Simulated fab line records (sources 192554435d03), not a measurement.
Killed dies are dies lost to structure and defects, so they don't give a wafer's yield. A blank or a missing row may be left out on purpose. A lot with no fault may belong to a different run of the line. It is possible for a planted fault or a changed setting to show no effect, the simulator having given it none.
Matching of chambers | flow n5_finfet | rie_diel-05 running N5_BEOL_M7_VIA_ETCH_34: 4 sister chambers
The step etches SiCOH lowk in C4F6/O2, target depth 125.5 nm, time 50.5 s. 4 wafers are shown with their chamber, then 8 later ones without.

== WAFERS WITH THEIR CHAMBER ==
wafer  | chamber | throttle_valve_pct (%)
L084.3 | 2       | 21.02
L086.2 | 3       | 21.02
L086.4 | 0       | 20.76
L091.4 | 1       | 20.80

== WAFERS MISSING THEIR CHAMBER ==
wafer  | throttle_valve_pct (%)
L091.5 | 20.78
L091.6 | 21.03
L092.1 | 20.78
L092.4 | 21.03
L092.6 | 20.80
L097.1 | 20.83
L097.4 | 20.81
L097.5 | 20.80

== WHICH CHAMBER EACH WENT THROUGH ==
wafer  | from the rows above     | in truth
L091.5 | can't be placed: 0 or 1 | 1
L091.6 | can't be placed: 2 or 3 | 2
L092.1 | can't be placed: 0 or 1 | 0
L092.4 | can't be placed: 2 or 3 | 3
L092.6 | 1                       | 1
L097.1 | 1                       | 1
L097.4 | 1                       | 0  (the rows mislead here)
L097.5 | 1                       | 1
Correct placement for 3 of the 8. From these rows, 4 cannot be placed; in 4 the true chamber is one of the candidates. Placed wrongly: 1.
How it was worked out, from the rows above alone: a wafer's distance from a chamber is the root of the sum, over the readings, of the square of ((its reading less the chamber's mean) divided by the reading's scatter). If the next closest chamber is less than 2 further off than the closest, the wafer can't be placed; otherwise it belongs to the closest. Each chamber's mean is taken over the wafers shown for it. The scatter: with one shown wafer a chamber, the root of the mean of the squares of how far each hidden wafer lies from its nearest shown one.
